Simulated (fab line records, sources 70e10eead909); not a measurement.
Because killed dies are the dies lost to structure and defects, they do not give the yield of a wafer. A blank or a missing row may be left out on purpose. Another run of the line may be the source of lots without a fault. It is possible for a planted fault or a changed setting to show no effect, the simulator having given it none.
fab line records    flow nand-harc    part 1 of 2: steps 1 to 23 of 32
record: lots: 5  wafers: 15  last-day: 24
route steps=1159 shown A_SLIT@795 A_SIN_REMOVE@804 A_WL_FILL@809
lots untouched by any fault: they come from a run of this same line in which no faults occurred
start-h: the number of hours between the record's first day and the start of the first shown wafer of the lot    wait-h: time in hours since the lot's previous step    " identical to the entry in the row above    L1.1+2: one row covering several wafers at once    - no value present, or no start provided    * or withheld: withheld    < > ~ a bound
route shown NAME@n: names a module that has steps shown in the file, with the first one's number in the route    usual: mean and standard deviation over wafers with no fault    same: alike in all rows    chamber/n: place in a boat    sites: readings site by site    _std_site: standard deviation across them    _edge_site: outer sites' mean less inner sites'    radius-mm: how far each site lies from the wafer's centre    mask NAME#n: copy n    behind: tool/chamber where the wafer was last shaped    hold: the reason the lot was held/the length of the hold in hours/how it ended    device: whichever transistor did not switch (one of n, p or np)    end of line: at the end of the route, the tests of the same wafers    a step given without rows: its recipe and nothing more    killed: dies that structure and defects cost at the first sort, which is not the same as the wafer's yield    map: shows each die of a wafer: x if killed, . if not, _ if none is there
set.NAME: setting as actually run; set.NAME@STEP: the setting as run at that earlier step    model.NAME: the simulator's own value behind a step, which no gauge read
lots at some steps of the route; a table a step, a row a wafer
services: the hour from which a tool's chamber was out of use, counted from the record's first day as start-h (under 0 if before that day), plus the number of hours and why
== steps ==
step: NHARC_A_SLIT_ETCH_15
recipe: target-depth-a: 32000  over-etch-frac: 0.3  time-s: 832  ion-energy-ev: 150  o2-flow-sccm: 400  cos-flow-sccm: 20  ar-flow-sccm: 0  rf-w: 500  bias-w: 300  chemistry: O2/COS
usual: drypump-motor-current-A: 5.8/0.36  oes-product-au: 1.001/0.0075  rf-vpp-V: 314.2/2.2  showerhead-plenum-p-Torr: 3.13/0.14  throttle-valve-pct: 28.332/0.009
lot.wafer  tool         chamber  start-h  wait-h  drypump-motor-current-A  oes-product-au  rf-hours-counter-h  rf-vpp-V  showerhead-plenum-p-Torr  throttle-valve-pct
L075.2     rie-diel-05  3        -        -       6.0                      1.008           8                   313.8     3.17                      28.323
L075.3     "            2        "        "       5.7                      0.998           8                   311.3     2.98                      28.319
L075.6     "            0        "        "       5.5                      1.005           -                   317.0     3.36                      28.325
L074.4     rie-diel-09  0        -        -       6.5                      1.015           4                   314.6     3.16                      28.326
L074.3     "            1        "        "       6.1                      1.001           4                   317.6     3.32                      28.350
L074.6     "            3        "        "       5.4                      1.011           -                   313.8     3.15                      28.323
L080.1     rie-diel-09  3        -        -       5.4                      0.996           7                   313.7     3.15                      28.327
L080.2     "            0        "        "       6.5                      1.002           7                   315.8     3.16                      28.324
L080.6     "            0        "        "       6.5                      1.007           -                   314.8     3.16                      28.314
L086.4     rie-diel-11  3        -        -       5.4                      0.996           2                   314.7     3.23                      28.332
L086.5     "            3        "        "       5.4                      0.996           -                   315.6     3.23                      28.320
L086.6     "            0        "        "       5.9                      1.007           -                   313.6     3.23                      28.324
L096.1     rie-diel-11  1        -        -       5.8                      0.997           5                   313.2     3.04                      28.334
L096.5     "            2        "        "       5.1                      1.001           -                   311.2     2.91                      28.341
L096.6     "            3        "        "       5.4                      0.995           -                   314.3     3.23                      28.345
step: NHARC_A_SLIT_ETCH_17
recipe: bias-v: 900  source-w: withheld  pressure-mtorr: 20  ar-flow-sccm: 375  c4f8-flow-sccm: 83.3  o2-flow-sccm: 41.7  time-s: 1687.5  target-depth-a: 1.01e+05  chemistry: C4F8/O2/Ar
usual: drypump-motor-current-A: 5.5/0.48  showerhead-plenum-p-Torr: 3.66/0.14  throttle-valve-pct: 32.045/0.01
lot.wafer  tool         chamber  start-h  wait-h  drypump-motor-current-A  rf-hours-counter-h  showerhead-plenum-p-Torr  throttle-valve-pct
L075.2     har-etch-02  1        322.62   -       5.2                      173                 3.84                      32.059
L075.3     "            0        "        "       4.9                      -                   3.79                      32.057
L075.6     "            0        "        "       4.9                      -                   3.79                      32.061
L074.3     har-etch-02  1        324.80   -       5.1                      -                   3.84                      32.049
L074.4     "            0        "        "       4.9                      -                   3.79                      32.061
L074.6     "            0        "        "       4.9                      -                   3.79                      32.044
L080.2     har-etch-02  0        343.35   -       4.9                      187                 3.78                      32.032
L080.1     "            1        "        "       5.1                      187                 3.83                      32.034
L080.6     "            1        "        "       5.1                      -                   3.83                      32.026
L086.4     har-etch-02  1        403.11   -       5.2                      -                   3.82                      32.043
L086.5     "            0        "        "       4.9                      -                   3.76                      32.035
L086.6     "            1        "        "       5.1                      -                   3.82                      32.046
L096.1     har-etch-01  0        456.95   -       6.2                      63                  3.51                      32.040
L096.6     "            1        "        "       5.5                      -                   3.52                      32.062
L096.5     "            0        "        "       6.2                      -                   3.51                      32.059
step: NHARC_A_SLIT_ETCH_26
recipe: bias-v: 400  source-w: 2000  pressure-mtorr: 25  time-s: 90  ar-flow-sccm: 375  c4f8-flow-sccm: 41.7  o2-flow-sccm: 83.3  target-depth-a: 4000  chemistry: C4F8/O2/Ar
usual: drypump-motor-current-A: 5.4/0.48  showerhead-plenum-p-Torr: 3.69/0.14  throttle-valve-pct: 27.620/0.0086
lot.wafer  tool         chamber  start-h  wait-h  drypump-motor-current-A  rf-hours-counter-h  showerhead-plenum-p-Torr  throttle-valve-pct
L075.2     har-etch-02  1        324.11   1.2     5.2                      175                 3.88                      27.618
L075.3     "            0        "        "       4.9                      -                   3.82                      27.626
L075.6     "            0        "        "       4.9                      -                   3.82                      27.609
L074.3     har-etch-02  1        325.86   0.8     5.1                      -                   3.88                      27.619
L074.4     "            0        "        "       4.9                      -                   3.82                      27.617
L074.6     "            0        "        "       4.9                      -                   3.82                      27.628
L080.2     har-etch-02  0        344.84   1.2     4.9                      188                 3.81                      27.623
L080.1     "            1        "        "       5.2                      188                 3.87                      27.626
L080.6     "            1        "        "       5.2                      -                   3.87                      27.613
L086.4     har-etch-02  1        403.96   0.6     5.2                      -                   3.86                      27.624
L086.5     "            0        "        "       4.9                      -                   3.80                      27.623
L086.6     "            1        "        "       5.1                      -                   3.86                      27.624
L096.1     har-etch-01  0        458.20   1.0     6.2                      64                  3.53                      27.627
L096.6     "            1        "        "       5.5                      -                   3.55                      27.619
L096.5     "            0        "        "       6.2                      -                   3.53                      27.620
step: NHARC_A_SLIT_STRIP_28
recipe: o2-flow-sccm: 400  cos-flow-sccm: 20  ar-flow-sccm: 0  bias-w: 0  chemistry: O2/COS
lot.wafer   tool         chamber  start-h  wait-h
L075.2+3+6  rie-diel-05  1,2,1    324.63   0.5
L074.4+3+6  rie-diel-09  0,3,1    326.32   0.4
L080.2+1+6  rie-diel-09  3,1,1    345.36   0.5
L086.4+5+6  rie-diel-09  0,2,3    404.41   0.4
L096.1+5+6  rie-diel-11  3,3,0    458.69   0.5
step: NHARC_A_SLIT_ETCH_29
recipe: target-depth-a: 1000  overetch-a: 100  time-s: 55  ion-energy-ev: 100  cf4-flow-sccm: 80  o2-flow-sccm: 20  ar-flow-sccm: 0  rf-w: 300  bias-w: 100  chemistry: CF4/O2
usual: drypump-motor-current-A: 5.8/0.34  oes-product-au: 1.003/0.0078  rf-vpp-V: 198.2/1.4  showerhead-plenum-p-Torr: 1.34/0.057  throttle-valve-pct: 13.397/0.0085
lot.wafer  tool         chamber  start-h  wait-h  drypump-motor-current-A  oes-product-au  rf-hours-counter-h  rf-vpp-V  showerhead-plenum-p-Torr  throttle-valve-pct
L075.3     rie-diel-05  3        324.73   0.1     6.0                      0.986           9                   198.9     1.35                      13.400
L075.2     "            1        "        "       5.9                      0.993           9                   197.2     1.27                      13.393
L075.6     "            2        "        "       5.7                      0.991           -                   196.5     1.27                      13.394
L074.4     rie-diel-09  1        326.41   0.1     6.1                      1.005           4                   200.4     1.42                      13.405
L074.3     "            0        "        "       6.5                      1.019           5                   197.9     1.35                      13.390
L074.6     "            1        "        "       6.1                      0.996           -                   200.7     1.42                      13.401
L080.2     rie-diel-09  3        345.48   0.1     5.4                      1.007           7                   197.1     1.35                      13.376
L080.1     "            0        "        "       6.4                      1.003           8                   197.9     1.35                      13.386
L080.6     "            3        "        "       5.4                      1.006           -                   197.9     1.35                      13.394
L086.4     rie-diel-09  3        404.49   0.1     5.4                      1.004           11                  198.5     1.35                      13.397
L086.5     "            1        "        "       6.1                      1.007           -                   199.7     1.42                      13.386
L086.6     "            2        "        "       6.0                      1.009           -                   197.5     1.31                      13.422
L096.1     rie-diel-11  1        458.79   0.1     5.8                      0.998           6                   196.3     1.30                      13.381
L096.6     "            0        "        "       5.9                      1.005           -                   197.9     1.38                      13.393
L096.5     "            1        "        "       5.8                      1.002           -                   196.8     1.30                      13.386
step: NHARC_A_SLIT_STRIP_18
recipe: o2-flow-sccm: 500  ar-flow-sccm: 0  bias-w: 0  chemistry: O2
usual: drypump-motor-current-A: 5.8/0.35  oes-product-au: 1.003/0.0077  rf-vpp-V: 57.8/0.84  showerhead-plenum-p-Torr: 3.54/0.14  throttle-valve-pct: 17.036/0.0094
lot.wafer  tool         chamber  start-h  wait-h  drypump-motor-current-A  oes-product-au  rf-hours-counter-h  rf-vpp-V  showerhead-plenum-p-Torr  throttle-valve-pct
L075.3     rie-diel-05  1        -        -       5.9                      0.995           9                   58.7      3.37                      17.038
L075.2     "            2        "        "       5.7                      0.989           9                   57.1      3.37                      17.021
L075.6     "            1        "        "       5.9                      0.994           -                   56.4      3.37                      17.036
L074.4     rie-diel-09  0        -        -       6.4                      1.018           5                   57.9      3.57                      17.042
L074.3     "            1        "        "       6.1                      1.000           4                   58.5      3.75                      17.036
L074.6     "            2        "        "       6.0                      1.025           -                   57.7      3.47                      17.037
L080.1     rie-diel-09  0        -        -       6.4                      1.016           8                   58.1      3.57                      17.045
L080.2     "            1        "        "       6.1                      1.000           7                   57.9      3.75                      17.049
L080.6     "            0        "        "       6.4                      1.004           -                   58.7      3.57                      17.029
L086.4     rie-diel-09  3        -        -       5.4                      1.005           11                  57.3      3.56                      17.040
L086.5     "            1        "        "       6.1                      1.001           -                   56.8      3.74                      17.041
L086.6     "            2        "        "       6.0                      1.007           -                   58.7      3.47                      17.033
L096.1     rie-diel-11  2        -        -       5.1                      1.002           5                   58.5      3.29                      17.034
L096.5     "            0        "        "       5.9                      1.010           -                   57.8      3.65                      17.025
L096.6     "            1        "        "       5.8                      0.998           -                   58.9      3.44                      17.041
step: NHARC_A_SLIT_PRECLEAN_19
recipe: time-s: *  temp-c: 50  bath-age-min: 0  chemistry: SC1
usual: nh4oh-flow-mL-min: 28.31/0.11
lot.wafer  tool          chamber  start-h  wait-h  nh4oh-flow-mL-min
L075.3     wet-bench-02  6        325.13   -       28.39
L075.2     "             7        "        "       28.49
L075.6     "             1        "        "       28.36
L074.4     wet-bench-09  1        326.82   -       28.16
L074.3     "             2        "        "       28.29
L074.6     "             5        "        "       28.27
L080.2     wet-bench-02  2        345.88   -       28.28
L080.6     "             3        "        "       28.35
L080.1     "             4        "        "       28.30
L086.5     wet-bench-09  4        404.88   -       28.32
L086.4     "             6        "        "       28.21
L086.6     "             0        "        "       28.14
L096.1     wet-bench-03  7        459.18   -       28.42
L096.6     "             2        "        "       28.40
L096.5     "             3        "        "       28.31
step: NHARC_A_SLIT_SRD_20
lot.wafer   tool          chamber  start-h  wait-h
L075.3+2+6  wet-bench-02  6,7,1    -        -
L074.4+3+6  wet-bench-09  1,2,5    -        -
L080.2+6+1  wet-bench-02  2,3,4    345.95   0.1
L086.5+4+6  wet-bench-09  4,6,0    -        -
L096.1+6+5  wet-bench-03  7,2,3    -        -
step: NHARC_A_SLIT_CD_MEAS_21
usual: cd-nm: 289.3/0.8
lot.wafer  tool       chamber  start-h  wait-h  cd-nm
L075.2     cd-sem-01  -        325.27   -       288.8
L075.3     "          -        "        "       289.0
L075.6     "          -        "        "       289.1
L074.3     cd-sem-03  -        326.96   -       289.9
L074.4     "          -        "        "       290.6
L074.6     "          -        "        "       290.2
L080.1     cd-sem-02  -        346.06   0.1     290.3
L080.2     "          -        "        "       290.0
L080.6     "          -        "        "       290.1
L086.4     cd-sem-02  -        405.02   -       290.0
L086.5     "          -        "        "       289.6
L086.6     "          -        "        "       289.8
L096.1     cd-sem-01  -        459.33   -       289.3
L096.5     "          -        "        "       289.0
L096.6     "          -        "        "       288.5
step: NHARC_A_SIN_REMOVE_WET_00
recipe: temp-c: 160  time-s: 15300  chemistry: H3PO4
lot.wafer   tool          chamber  start-h  wait-h
L074.3+4+6  wet-h3po4-02  0        328.01   1.1
L075.2+3+6  wet-h3po4-02  0        328.01   2.7
L080.1+2+6  wet-h3po4-01  0        348.79   2.7
L086.4+5+6  wet-h3po4-01  0        406.07   1.0
L096.1+5+6  wet-h3po4-01  0        462.07   2.7
step: NHARC_A_SIN_REMOVE_PRECLEAN_01
recipe: time-s: *  temp-c: 50  bath-age-min: 0  chemistry: SC1
usual: nh4oh-flow-mL-min: 28.30/0.091
lot.wafer  tool          chamber  start-h  wait-h  nh4oh-flow-mL-min
L075.3     wet-bench-05  3        332.87   0.0     28.34
L075.6     "             5        "        "       28.39
L075.2     "             0        "        "       28.52
L074.4     wet-bench-04  2        332.87   0.0     28.28
L074.3     "             3        "        "       28.35
L074.6     "             7        "        "       28.36
L080.2     wet-bench-01  1        353.55   0.0     28.36
L080.1     "             2        "        "       28.19
L080.6     "             3        "        "       28.29
L086.6     wet-bench-01  5        410.82   0.0     28.31
L086.4     "             6        "        "       28.27
L086.5     "             1        "        "       28.41
L096.5     wet-bench-05  3        466.82   0.0     28.26
L096.1     "             6        "        "       28.27
L096.6     "             7        "        "       28.33
step: NHARC_A_SIN_REMOVE_SRD_02
lot.wafer   tool          chamber  start-h  wait-h
L074.4+3+6  wet-bench-04  2,3,7    -        -
L075.3+6+2  wet-bench-05  3,5,0    332.93   0.1
L080.2+1+6  wet-bench-01  1,2,3    -        -
L086.6+4+5  wet-bench-01  5,6,1    -        -
L096.5+1+6  wet-bench-05  3,6,7    -        -
step: NHARC_A_SIN_REMOVE_INSPECT_04
usual: raw-defect-count: 291/79
lot.wafer  tool               chamber  start-h  wait-h  raw-defect-count
L074.3     defect-inspect-02  -        333.05   0.0     268
L074.4     "                  -        "        "       372
L074.6     "                  -        "        "       261
L075.2     defect-inspect-01  -        333.10   0.0     262
L075.3     "                  -        "        "       275
L075.6     "                  -        "        "       368
L080.1     defect-inspect-02  -        353.73   0.0     242
L080.2     "                  -        "        "       271
L080.6     "                  -        "        "       405
L086.4     defect-inspect-01  -        411.01   0.0     359
L086.5     "                  -        "        "       233
L086.6     "                  -        "        "       369
L096.1     defect-inspect-01  -        467.01   0.0     536
L096.5     "                  -        "        "       653
L096.6     "                  -        "        "       554
step: NHARC_A_WL_FILL_ALD_00
recipe: target-thk-a: 30  pulse-time-s: 3  ald-cycles: 30  temp-c: 300  material: Al2O3
usual: heater-power-w: 461/60  precursor-pulse-height-rel: 0.999/0.018
lot.wafer  tool       chamber  start-h  wait-h  heater-power-w  precursor-pulse-height-rel
L074.4     ald-hk-01  0        333.14   0.1     487             0.978
L074.3     "          1        "        "       418             0.989
L074.6     "          3        "        "       432             1.010
L075.3     ald-hk-04  3        333.19   0.1     543             0.996
L075.2     "          0        "        "       531             0.962
L075.6     "          3        "        "       556             1.009
L080.1     ald-hk-03  1        353.85   0.1     390             0.996
L080.2     "          2        "        "       471             0.975
L080.6     "          1        "        "       391             1.022
L086.4     ald-hk-03  3        411.22   0.2     410             0.994
L086.6     "          3        "        "       425             0.989
L086.5     "          0        "        "       380             1.007
L096.1     ald-hk-03  3        467.07   0.1     428             1.020
L096.6     "          3        "        "       416             1.025
L096.5     "          0        "        "       392             0.987
step: NHARC_A_WL_FILL_RTA_01
recipe: temp-c: 1000  time-s: 5
usual: lamp-power-pct: 31.4/2.1  wafer_temp_C_max: 1006.1/2.1
lot.wafer  tool           chamber  start-h  wait-h  lamp-power-pct  wafer_temp_C_max
L074.3     rtp-anneal-02  0        333.44   -       33.8            1004.0
L074.4     "              0        "        "       33.8            1004.8
L074.6     "              0        "        "       33.8            1004.3
L075.2     rtp-anneal-01  0        333.47   -       29.6            1008.9
L075.3     "              0        "        "       29.6            1006.5
L075.6     "              0        "        "       29.6            1005.8
L080.1     rtp-anneal-01  0        354.23   0.3     29.6            1006.6
L080.2     "              0        "        "       29.6            1008.7
L080.6     "              0        "        "       29.6            1006.4
L086.4     rtp-anneal-01  0        411.74   -       29.6            1009.5
L086.5     "              0        "        "       29.6            1008.1
L086.6     "              0        "        "       29.6            1010.8
L096.1     rtp-anneal-01  0        467.34   -       29.6            1008.1
L096.5     "              0        "        "       29.6            1005.1
L096.6     "              0        "        "       29.6            1006.5
step: NHARC_A_WL_FILL_ALD_02
recipe: target-thk-a: 20  pulse-time-s: 3  ald-cycles: 100  temp-c: 450  material: TiN
usual: heater-power-w: 1108/78  precursor-pulse-height-rel: 1.000/0.022
lot.wafer  tool          chamber  start-h  wait-h  heater-power-w  precursor-pulse-height-rel
L074.4     ald-metal-02  3        333.64   0.1     1146            0.984
L074.3     "             0        "        "       1265            0.995
L074.6     "             2        "        "       1151            1.040
L075.2     ald-metal-01  0        333.68   0.2     1057            1.004
L075.3     "             2        "        "       1061            1.033
L075.6     "             1        "        "       1137            0.984
L080.1     ald-metal-01  2        354.45   0.2     1072            0.998
L080.2     "             1        "        "       1169            1.049
L080.6     "             3        "        "       1068            0.998
L086.4     ald-metal-02  2        411.95   0.2     1143            1.028
L086.5     "             0        "        "       1140            0.985
L086.6     "             1        "        "       1163            0.983
L096.1     ald-metal-04  3        467.59   0.2     918             0.999
L096.6     "             2        "        "       1155            0.987
L096.5     "             3        "        "       914             0.982
step: NHARC_A_WL_FILL_CVD_03
recipe: target-thk-a: 400  temp-c: 300  pressure-torr: 40  wf6-flow-sccm: 40  h2-flow-sccm: 1600  ar-flow-sccm: 1560  time-s: 3302  material: W
usual: heater-power-w: 507/52  throttle-valve-pct: 7.90/0.21
lot.wafer  tool      chamber  start-h  wait-h  heater-power-w  throttle-valve-pct
L074.3     cvd-w-01  0        334.98   1.0     591             7.92
L074.4     "         1        "        "       463             7.81
L074.6     "         0        "        "       573             8.17
L075.2     cvd-w-01  1        336.85   2.8     469             8.17
L075.3     "         1        "        "       462             7.87
L075.6     "         0        339.21   5.1     577             7.93
L080.1     cvd-w-01  0        357.51   2.7     580             8.05
L080.2     "         1        "        "       462             8.15
L080.6     "         1        359.89   5.1     455             7.70
L086.4     cvd-w-02  1        416.64   4.4     488             7.80
L086.6     "         1        "        "       491             7.99
L086.5     "         0        "        "       461             7.84
L096.1     cvd-w-01  0        467.99   0.1     589             7.95
L096.6     "         0        469.87   1.9     593             7.89
L096.5     "         1        "        "       478             8.01
step: NHARC_A_WL_FILL_ETCHBACK_04
recipe: target-depth-a: 600  time-s: 120  chemistry: NF3
usual: drypump-motor-current-A: 5.7/0.49  oes-product-au: 0.999/0.0064
lot.wafer  tool          chamber  start-h  wait-h  drypump-motor-current-A  oes-product-au  rf-hours-counter-h
L074.3     rie-metal-03  1        337.40   2.0     5.2                      1.020           -
L074.4     "             0        "        "       6.5                      1.008           -
L074.6     "             1        "        "       5.2                      1.012           -
L075.2     rie-metal-02  0        340.17   2.9     5.5                      0.989           3.3
L075.3     "             1        "        "       4.9                      0.988           -
L075.6     "             0        "        "       5.5                      0.995           -
L080.1     rie-metal-01  0        360.86   2.9     5.8                      0.993           0.8
L080.2     "             1        "        "       5.9                      0.993           0.8
L080.6     "             1        "        "       5.9                      0.998           -
L086.4     rie-metal-03  0        419.12   2.0     6.5                      0.997           -
L086.5     "             1        "        "       5.2                      0.998           -
L086.6     "             0        "        "       6.5                      1.005           -
L096.1     rie-metal-03  1        471.35   2.9     5.2                      1.008           0.0
L096.5     "             0        "        "       6.5                      0.994           -
L096.6     "             1        "        "       5.2                      0.999           -
step: NHARC_A_WL_FILL_ETCHBACK_05
recipe: target-depth-a: 220  time-s: 60  temp-c: 40  chemistry: Cl2/BCl3
usual: drypump-motor-current-A: 5.7/0.49  oes-product-au: 0.999/0.0077
lot.wafer  tool          chamber  start-h  wait-h  drypump-motor-current-A  oes-product-au  rf-hours-counter-h
L074.4     rie-metal-03  1        337.60   0.1     5.2                      0.989           -
L074.3     "             0        "        "       6.5                      1.003           -
L074.6     "             1        "        "       5.2                      1.001           -
L075.2     rie-metal-02  1        340.49   0.3     4.9                      1.005           4.4
L075.3     "             0        "        "       5.5                      1.003           -
L075.6     "             0        "        "       5.5                      1.001           -
L080.2     rie-metal-01  0        361.11   0.2     5.8                      1.005           0.9
L080.1     "             1        "        "       5.9                      1.004           0.9
L080.6     "             1        "        "       5.9                      1.014           -
L086.4     rie-metal-03  1        419.30   0.1     5.2                      0.994           -
L086.6     "             0        "        "       6.5                      1.001           -
L086.5     "             1        "        "       5.2                      0.992           -
L096.1     rie-metal-03  1        471.57   0.2     5.1                      1.013           0.1
L096.6     "             0        "        "       6.5                      1.009           -
L096.5     "             1        "        "       5.2                      1.002           -
step: NHARC_A_WL_FILL_STRIP_27
recipe: power-w: 1500  temp-c: 250  time-s: 20  chemistry: N2/H2
usual: drypump-motor-current-A: 6.1/0.54  heater-power-w: 335/25
lot.wafer  tool             chamber  start-h  wait-h  drypump-motor-current-A  heater-power-w  rf-hours-counter-h
L074.4     plasma-asher-01  1        337.76   0.1     5.5                      366             -
L074.3     "                0        "        "       6.7                      297             -
L074.6     "                1        "        "       5.5                      367             -
L075.2     plasma-asher-01  0        340.64   0.1     6.7                      311             18
L075.3     "                1        "        "       5.5                      371             -
L075.6     "                0        "        "       6.8                      305             -
L080.2     plasma-asher-01  1        361.51   0.4     5.5                      367             25
L080.1     "                0        "        "       6.8                      295             25
L080.6     "                1        "        "       5.5                      361             -
L086.4     plasma-asher-02  1        419.47   0.2     5.6                      327             -
L086.6     "                0        "        "       6.5                      339             -
L086.5     "                1        "        "       5.6                      341             -
L096.1     plasma-asher-02  1        471.72   0.1     5.6                      330             21
L096.6     "                0        "        "       6.5                      338             -
L096.5     "                1        "        "       5.6                      322             -
step: NHARC_A_WL_FILL_STRIP_28
recipe: time-s: 1200  temp-c: 72.5  chemistry: post-etch-residue-remover
lot.wafer   tool          chamber  start-h  wait-h
L074.6+4+3  wet-bench-09  0,1,4    337.90   0.1
L075.6+2+3  wet-bench-06  5,7,1    340.82   0.1
L080.2+1+6  wet-bench-07  3,4,0    361.69   0.2
L086.5+4+6  wet-bench-06  7,0,2    419.59   0.1
L096.1+6+5  wet-bench-06  0,1,4    471.88   0.1
step: NHARC_A_WL_FILL_PRECLEAN_06
recipe: time-s: 300  chemistry: DIW
lot.wafer   tool          chamber  start-h  wait-h
L074.6+4+3  wet-bench-09  0,1,4    -        -
L075.6+2+3  wet-bench-06  5,7,1    -        -
L080.2+1+6  wet-bench-07  3,4,0    -        -
L086.5+4+6  wet-bench-06  7,0,2    -        -
L096.1+6+5  wet-bench-06  0,1,4    -        -
step: NHARC_A_WL_FILL_SRD_07
lot.wafer   tool          chamber  start-h  wait-h
L074.6+4+3  wet-bench-09  0,1,4    -        -
L075.6+2+3  wet-bench-06  5,7,1    -        -
L080.2+1+6  wet-bench-07  3,4,0    -        -
L086.5+4+6  wet-bench-06  7,0,2    -        -
L096.1+6+5  wet-bench-06  0,1,4    -        -
